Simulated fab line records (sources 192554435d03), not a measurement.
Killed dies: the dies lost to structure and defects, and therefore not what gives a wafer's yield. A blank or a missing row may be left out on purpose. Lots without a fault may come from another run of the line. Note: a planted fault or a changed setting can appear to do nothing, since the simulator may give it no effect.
Chamber matching	flow n5_finfet	N5_BEOL_M4_ETCH_74 on rie_diel-06: 4 sister chambers
The step etches underlayer in N2/H2, target depth 6.5 nm, time 5.2 s. 8 wafers are shown with their chamber, then 8 later ones without.

== EACH WAFER AND ITS CHAMBER ==
wafer	chamber	showerhead_plenum_p_Torr (Torr)	throttle_valve_pct (%)
L076.4	1	2.55	17.72
L078.2	0	2.63	18.24
L079.1	1	2.55	17.76
L079.2	2	2.47	18.05
L081.2	3	2.48	17.72
L081.4	0	2.63	18.26
L081.5	3	2.48	17.75
L084.2	2	2.46	18.09

== WAFERS WHOSE CHAMBER IS MISSING ==
wafer	showerhead_plenum_p_Torr (Torr)	throttle_valve_pct (%)
L084.5	2.54	17.75
L084.6	2.46	18.09
L088.1	2.46	18.10
L088.2	2.47	17.75
L088.4	2.63	18.23
L092.1	2.45	18.11
L092.2	2.62	18.24
L092.5	2.62	18.24

== EACH ONE'S CHAMBER ==
wafer	from the rows above	in truth
L084.5	1	1
L084.6	2	2
L088.1	2	2
L088.2	3	3
L088.4	0	0
L092.1	2	2
L092.2	0	0
L092.5	0	0
Correctly placed: 8 of 8. Number that these rows cannot place: 0. 0 placed wrongly.
How it was worked out, from the rows above alone: a wafer's distance from a chamber is the root of the sum, over the readings, of the square of ((its reading less the chamber's mean) divided by the reading's scatter). The wafer belongs to the nearest chamber; if the next one is less than 2 further off, it can't be placed. For every chamber, the mean is computed from those of its wafers that are shown. The scatter: the root of (the sum of the squares of (reading less its chamber's mean) over the shown wafers, divided by (wafers less chambers)).
